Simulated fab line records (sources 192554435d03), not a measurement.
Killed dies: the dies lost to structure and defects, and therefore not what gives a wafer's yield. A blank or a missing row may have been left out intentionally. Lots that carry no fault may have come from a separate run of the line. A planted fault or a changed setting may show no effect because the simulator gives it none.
Comparing a struck lot with a sound one + flow n5 finfet + 38 out of 1938 route steps
Sound: wafers L385.2, L385.4, L385.6. Struck: wafer L397.5. (L397.6 of the same lot was not struck and is left out.) The cause comes at the end.
Order at every step that has rows: each side's tool, ch and its chambers, its first start. Under that, the readings that differ: sound wafers + struck wafers + difference of the means + sigmas: that difference in standard deviations of wafers without a fault.
alike: readings whose means differ by less than 2 such deviations, and words and numbers that are the same on both sides. not compared: withheld readings, readings that some wafer has no value for, bounds like >300 that may hide the same value, and numbers for which the record gives no deviation and whose values overlap.
The two part at a step that has a row with sigmas, a row that says differs or no value, or rows on one side only. Numbers that have no deviation but don't overlap get no sigmas and don't part them. A reading missing from all wafers of one side parts the sides only when that side holds two or more wafers.

first, 9 steps without rows for these wafers: N5_MOL_CONTACT_COAG_SPUTTER_130 (material Co, target thk 47.5 nm); N5_MOL_CONTACT_COAG_PRECLEAN_125 (cleans in DIW, time 57.5 s); N5_MOL_CONTACT_COAG_SRD_126 (dry time 32 s); N5_MOL_CONTACT_COAG_CMP_23 (polishes, stops on SiO2, t overpolish 1.5 s, target thk 0 nm); N5_MOL_CONTACT_COAG_WET_ETCH_26 (target Co, target depth 13 nm); N5_MOL_CONTACT_COAG_WET_ETCH_116 (etches the open film in SC1-inhibited, target depth 4.6 nm, rinse time 30 s); N5_MOL_CONTACT_COAG_ALD_27 (deposits SiOC, target thk 17 nm, pulse time 1.5 s, time 2720 s); N5_MOL_CONTACT_COAG_CMP_28 (polishes, stops on SiNx, t overpolish 0.85 s, target thk 14.522 nm); N5_MOL_CONTACT_COAG_ALD_123 (deposits SiNx, target thk 5 nm, pulse time 1 s, purge time 2 s).
N5_MOL_CONTACT_COAG_PECVD_31: deposits SiO2 from TEOS/O2, target thk 46 nm, time 8.9 s.
  sound on pecvd-04 ch 0,1, day 7 06:56; struck on pecvd-04 ch 1, day 9 21:53
| reading                                             | sound          | struck | difference | sigmas |
|-----------------------------------------------------|----------------|--------|------------|--------|
| model.SiO2_of_MOL_CONTACT_COAG_PECVD_31.thk nm (nm) | 46.2 47.2 45.8 | 50.8   | +4.4       |        |
then, 19 steps without rows for these wafers: N5_MOL_CONTACT_COAG_COAT_75 (time 60 s, resist thk 60 nm); N5_MOL_CONTACT_COAG_COAT_76 (time 60 s, resist thk 10 nm); N5_MOL_CONTACT_COAG_COAT_77 (time 60 s, resist thk 10 nm); N5_MOL_CONTACT_COAG_COAT_78 (resist thk 40 nm); N5_MOL_CONTACT_COAG_EBR_80; N5_MOL_CONTACT_COAG_SOFTBAKE_79 (time 60 s); N5_MOL_CONTACT_COAG_EXPOSE_81 (exposes mask VG, defocus 0 nm); N5_MOL_CONTACT_COAG_PEB_82 (peb time 60 s); N5_MOL_CONTACT_COAG_DEVELOP_83 (develop time 30 s); N5_MOL_CONTACT_COAG_DESCUM_88 (chemistry O2, time 7 s); N5_MOL_CONTACT_COAG_ETCH_89 (etches underlayer in N2/H2, target depth 13 nm, time 10.4 s); N5_MOL_CONTACT_COAG_ETCH_90 (etches SiARC in CF4, target depth 13 nm, time 21.7 s); N5_MOL_CONTACT_COAG_ALD_131 (deposits SiO2, target thk 5 nm, pulse time 1 s, co reactant pulse time 1 s); N5_MOL_CONTACT_COAG_ETCHBACK_132 (etches SiO2 in CHF3, target depth 10 nm, time 6.7 s); N5_MOL_CONTACT_COAG_ETCH_91 (etches SOC in N2/H2, target depth 60 nm, overetch 21 nm, time 101.2 s); N5_MOL_CONTACT_COAG_STRIP_92 (strips in N2/H2); N5_MOL_CONTACT_COAG_STRIP_93 (strips in N2/H2); N5_MOL_CONTACT_COAG_ETCHBACK_135 (etches SiO2 in CHF3, target depth 25 nm, time 16.7 s); N5_MOL_CONTACT_COAG_STRIP_118 (strips in CHF3).
N5_MOL_CONTACT_COAG_VIA_ETCH_46: etches SiO2 in C4F6/O2, target depth 46 nm, overetch 9.2 nm, time 40 s.
  sound on rie diel-01 ch 2,3, day 7 08:01; struck on rie diel-06 ch 2, day 9 22:59
| reading                  | sound            | struck | difference | sigmas |
|--------------------------|------------------|--------|------------|--------|
| model.etch.depth nm (nm) | 46.12 47.2 45.86 | 50.81  | +4.42      |        |
  alike: drypump motor current A, oes product au, rf fwd power W, rf vpp V, showerhead plenum p Torr, throttle valve pct
  not compared: rf hours counter h
then, 5 steps without rows for these wafers: N5_MOL_CONTACT_COAG_STRIP_96 (strips in N2/H2); N5_MOL_CONTACT_COAG_ETCH_47 (etches SiNx in CH3F/O2, stops on W, target depth 27 nm); N5_MOL_CONTACT_COAG_STRIP_119 (strips in N2/H2, time 30 s); N5_MOL_CONTACT_COAG_PRECLEAN_144 (cleans in alkaline clean, time 60 s); N5_MOL_CONTACT_COAG_SRD_145 (time 30 s).
N5_MOL_CONTACT_COAG_CMP_52: polishes, stops on SiO2, t overpolish 1.5 s, target thk 66.5 nm.
  sound on cmp-01 ch 0,1,2, day 7 10:18; struck on cmp-01 ch 2, day 10 01:20
| reading                                             | sound        | struck | difference | sigmas |
|-----------------------------------------------------|--------------|--------|------------|--------|
| model.SiO2_of_MOL_CONTACT_COAG_PECVD_31.thk nm (nm) | 44 45.2 43.8 | 48.8   | +4.5       |        |
  alike: motor current A
N5_MOL_CONTACT_COAG_THK_MEAS_53:
  sound on film metro-01 at day 7 10:34; struck on film metro-01 at day 10 01:29
| reading          | sound          | struck | difference | sigmas |
|------------------|----------------|--------|------------|--------|
| VIA_MOL_THK (nm) | 44.1 45.2 43.8 | 48.8   | +4.4       | +6     |
-- here the record skips 3 days between the struck wafers' starts before and after, leaving off in module MOL_CONTACT_COAG and picking up in module BEOL_M4 (first step shown: number 1111 of the route) --
N5_BEOL_M4_RC_MEAS_101:
  sound on prober-01 ch 0, day 10 03:56; struck on prober-02 ch 0, day 13 06:11
  alike: DIBL_N, DIBL_P, IOFF_N, IOFF_P, ION_N, ION_P, SS_N, SS_P, VT_N, VT_P

== WHERE THEY PART ==
Only at N5_MOL_CONTACT_COAG_THK_MEAS_53, within this record. Later steps at which nothing parts them and some readings are alike: N5_BEOL_M4_RC_MEAS_101.

WHY: what had been put in by the simulator
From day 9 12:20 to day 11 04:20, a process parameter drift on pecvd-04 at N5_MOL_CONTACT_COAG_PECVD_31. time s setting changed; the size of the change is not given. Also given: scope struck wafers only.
